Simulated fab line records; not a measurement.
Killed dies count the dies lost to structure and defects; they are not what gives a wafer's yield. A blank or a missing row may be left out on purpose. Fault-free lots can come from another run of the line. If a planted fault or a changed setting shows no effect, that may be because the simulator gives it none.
Which tool was responsible?	flow n5-finfet	Sampling: 11 lots, 33 wafers, 2 of 1938 route steps

WHAT EACH GAUGE READ, for each wafer
N5_BEOL_M0_SAQP_THK_MEAS_05.
lot	measured	on	thk-nm (nm)
L075	day 5 17:35	film-metro-02	59.7 61.3 60.4
L078	day 6 12:26	film-metro-01	60.4 60.3 61.3
L081	day 7 04:32	film-metro-01	58.7 58.9 60.6
L082	day 7 15:19	film-metro-02	58.7 59.8 60.0
L084	day 7 23:57	film-metro-01	59.4 60.0 60.3
L086	day 8 11:21	film-metro-01	60.8 61.8 60.9
L088	day 8 22:43	film-metro-02	57.8 59.1 59.2
L090	day 9 06:47	film-metro-01	60.5 60.4 61.2
L092	day 9 19:06	film-metro-02	59.7 61.1 59.3
L094	day 10 07:40	film-metro-01	57.5 58.6 60.1
L096	day 10 23:26	film-metro-01	59.0 60.3 59.5

WHICH TOOL RAN EACH LOT (tool, then ch and the chambers of the sampled wafers, then the start)
lot	N5_MOL_CONTACT_COAG_ETCHBACK_134
L075	rie-diel-01 ch 1,2,3, day 5 10:41
L078	rie-diel-06 ch 1,2,3, day 6 06:00
L081	rie-diel-04 ch 0,1, day 6 22:04
L082	rie-diel-01 ch 0,1, day 7 09:17
L084	rie-diel-06 ch 1,3, day 7 16:58
L086	rie-diel-06 ch 0,3, day 8 05:33
L088	rie-diel-04 ch 0,3, day 8 17:07
L090	rie-diel-04 ch 0,2,3, day 9 01:32
L092	rie-diel-06 ch 0,3, day 9 13:35
L094	rie-diel-01 ch 0,2,3, day 10 00:14
L096	rie-diel-06 ch 0,2,3, day 10 16:54
- N5_MOL_CONTACT_COAG_ETCHBACK_134: etches SiO2 in CHF3, target depth 10 nm, time 6.7 s.

THE ANSWER, worked out from the rows above alone
Rule: the usual values come from the lots themselves. Put in order of their means at a reading, lots are off if they are a third of the lots or fewer, leave a main group of 4 or more, and stand apart from it by a gap of 3 or more times the standard deviation of the main group's means; of several such gaps the widest counts. If all means in a main group match to the digits the tables above print for the reading, that group is not used. A lot without any number at a reading at which 4 lots or more have one is off too. Any other lot the step has rows for is counted as sound.
No lot is off at any reading shown: from this, nothing can be told.

WHAT THE SIMULATOR HAD PUT IN
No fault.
